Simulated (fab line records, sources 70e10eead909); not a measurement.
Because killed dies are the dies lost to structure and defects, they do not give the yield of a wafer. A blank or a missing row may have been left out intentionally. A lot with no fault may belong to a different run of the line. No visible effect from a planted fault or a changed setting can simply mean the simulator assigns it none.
Matching of chambers	flow nand harc	rie diel-13 running NHARC_A_BONDPAD_STRIP_15: 4 sister chambers
The step strips in O2. 7 wafers are shown with their chamber, then 9 later ones without.

== EACH WAFER AND ITS CHAMBER ==
wafer	chamber	showerhead plenum p Torr (Torr)	drypump motor current A (A)
L083.4	0	3.47	5.7
L085.4	0	3.47	5.7
L084.3	2	3.62	6.0
L084.5	1	3.43	5.4
L089.2	1	3.42	5.4
L089.3	3	3.52	5.4
L089.6	2	3.62	6.1

== WAFERS MISSING THEIR CHAMBER ==
wafer	showerhead plenum p Torr (Torr)	drypump motor current A (A)
L093.1	3.42	5.4
L093.4	3.61	6.0
L093.5	3.61	6.0
L095.1	3.46	5.7
L095.3	3.51	5.4
L095.5	3.42	5.4
L096.3	3.51	5.4
L096.4	3.61	6.0
L096.5	3.51	5.4

== WHICH CHAMBER EACH ONE RAN IN ==
wafer	from the rows above	in truth
L093.1	1	1
L093.4	2	2
L093.5	2	2
L095.1	0	0
L095.3	3	3
L095.5	1	1
L096.3	3	3
L096.4	2	2
L096.5	3	3
Correctly placed: 9 of 9. Not placeable from these rows: 0. 0 placed wrongly.
How it was worked out, from the rows above alone: a wafer's distance from a chamber is the root of the sum, over the readings, of the square of ((its reading less the chamber's mean) divided by the reading's scatter). The wafer belongs to the nearest chamber; if the next one is less than 2 further off, it can't be placed. For every chamber, the mean is computed from those of its wafers that are shown. The scatter: take each reading less its chamber's mean, square it, sum over the shown wafers, divide by the number of wafers less the number of chambers, and take the root.
